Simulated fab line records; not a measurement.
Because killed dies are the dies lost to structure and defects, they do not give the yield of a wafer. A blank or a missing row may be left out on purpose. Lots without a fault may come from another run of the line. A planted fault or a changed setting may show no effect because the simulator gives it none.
Split-lot study ; flow n5-finfet ; 21 wafers read across 7 lots, on a route 1938 steps long

ABOUT THE SPLIT
At N5_BEOL_M2_TRENCH_ETCH_37 (etches SiOC in C4F6/O2, target depth 55.555 nm, time 29.2 s), the setting time-s was moved away from the recipe's 29.2 s on 8 of the 21 wafers read, by -21.0% to +20.3%. All remaining wafers had this setting at the recipe value.

FROM THE SPLIT TO THE READING: what the file shows between them, 13 steps
- N5_BEOL_M2_ETCH_41: etches SiCN in CH3F/O2, target depth 29.9 nm, time 52.5 s
- N5_BEOL_M2_STRIP_97: strips in N2/H2, time 10 s
- N5_BEOL_M2_OCD_MEAS_38
- N5_BEOL_M2_HM_STRIP_39: strips TiN in peroxide tin strip, target depth 25 nm, time 158 s
- N5_BEOL_M2_SRD_40: time 30 s
- N5_BEOL_M2_ECD_50: material Cu, target thk 300 nm
- N5_BEOL_M2_ANNEAL_51: time 90 s
- N5_BEOL_M2_CMP_52: polishes, stops on SiOC, t overpolish 6.8 s, target thk 40 nm
- N5_BEOL_M2_THK_MEAS_53: measures by xrf
- N5_BEOL_M2_PRE_CLEAN_60: time 15 s
- N5_BEOL_M2_CO_CAP_55: material Co, precursor CCTBA/H2, target thk 2 nm, time 102.1 s
- N5_BEOL_M2_PRE_CLEAN_56: time 15 s
- N5_BEOL_M2_DEP_57: deposits SiCN from 3MS/NH3, target thk 8 nm, time 14 s

THE READING
M2_RS in ohm/sq, measured at N5_BEOL_M2_RS_MEAS_58 by four-point-probe. Typical for fault-free wafers on this fab line: 0.673 ohm/sq, with standard deviation 0.027 ohm/sq.

wafer;tool, chamber at the split;time-s as run, s;against the recipe;M2_RS, ohm/sq;against lot-mates on the recipe
L075.3;rie-diel-03, 3;35.14;+20.3%;0.494;-0.218
L075.4;rie-diel-03, 0;29.2;recipe;0.712;-
L075.6;rie-diel-03, 3;35.14;+20.3%;0.509;-0.203
L076.3;rie-diel-03, 0;24.94;-14.6%;0.942;+0.270
L076.5;rie-diel-03, 3;24.94;-14.6%;0.953;+0.281
L076.6;rie-diel-03, 2;29.2;recipe;0.672;-
L080.1;rie-diel-03, 3;29.2;recipe;0.685;-
L080.2;rie-diel-03, 2;29.2;recipe;0.677;-
L080.3;rie-diel-03, 1;29.2;recipe;0.667;-
L081.1;rie-diel-05, 0;29.2;recipe;0.625;-
L081.2;rie-diel-05, 3;29.2;recipe;0.622;-
L081.4;rie-diel-05, 2;29.2;recipe;0.665;-
L083.2;rie-diel-05, 0;29.2;recipe;0.663;-
L083.5;rie-diel-05, 2;29.2;recipe;0.659;-
L083.6;rie-diel-05, 3;23.06;-21.0%;0.956;+0.295
L085.4;rie-diel-05, 1;32.89;+12.6%;0.555;-0.113
L085.5;rie-diel-05, 1;29.2;recipe;0.668;-
L085.6;rie-diel-05, 2;32.89;+12.6%;0.522;-0.146
L092.2;rie-diel-05, 3;29.2;recipe;0.633;-
L092.5;rie-diel-05, 3;31.47;+7.8%;0.596;-0.037
L092.6;rie-diel-05, 0;29.2;recipe;0.634;-

THE FIT
A straight line over all 21 wafers: M2_RS changes by -0.0122 ohm/sq for each +1% of time-s; r = -0.94; the points scatter about the line by 0.046 ohm/sq.
The same after taking each lot's own level away (the mean of its wafers on the recipe; 21 wafers): -0.0129 ohm/sq for each +1%; r = -0.97; scatter 0.033 ohm/sq.
According to that fit, moving time-s by its largest amount changes the reading by 0.27 ohm/sq.
The lots' own levels span 0.6335 to 0.7120 ohm/sq, that is 2.9 times the standard deviation above.
Consequently the slope shifts little with the lot-to-lot level, the two slopes agreeing.
Check: +0.292 ohm/sq against its lot-mates is what the line predicts for one of the wafers moved furthest among these (-21.0%) when that wafer is left out of the fit. Against them it came out at +0.295 ohm/sq.

THE WHOLE CHAIN: every reading that the file lists as answering this split, in the file's order
step;what it does;reading;change (the file's fit);r (the file's)
N5_BEOL_M2_TRENCH_ETCH_37;etches SiOC in C4F6/O2, target depth 55.555 nm, time 29.2 s;etch.depth-nm (the simulator's own value, which no gauge read);+0.569 nm for each +1% of the setting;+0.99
N5_BEOL_M2_TRENCH_ETCH_37;etches SiOC in C4F6/O2, target depth 55.555 nm, time 29.2 s;BEOL_M2.feature-depth-nm (the simulator's own value, which no gauge read);+0.569 nm for each +1% of the setting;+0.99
N5_BEOL_M2_TRENCH_ETCH_37;etches SiOC in C4F6/O2, target depth 55.555 nm, time 29.2 s;TiN_of_BEOL_M2_HM_DEP_02.thk-nm (the simulator's own value, which no gauge read);-0.0217 nm for each +1% of the setting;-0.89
N5_BEOL_M2_OCD_MEAS_38;;trench-depth-nm;+0.585 nm for each +1% of the setting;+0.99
N5_BEOL_M2_CMP_52;polishes, stops on SiOC, t overpolish 6.8 s, target thk 40 nm;Cu_of_BEOL_M2_ECD_50.thk-nm (the simulator's own value, which no gauge read);+0.54 nm for each +1% of the setting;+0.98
N5_BEOL_M2_THK_MEAS_53;measures by xrf;M2_THK;+0.554 for each +1% of the setting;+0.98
N5_BEOL_M2_RS_MEAS_58;measures by four-point-probe;M2_RS;-0.0127 for each +1% of the setting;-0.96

FILE'S OWN FIT
M2_RS changes by -0.0127 ohm/sq for each +1% of time-s, r = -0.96.
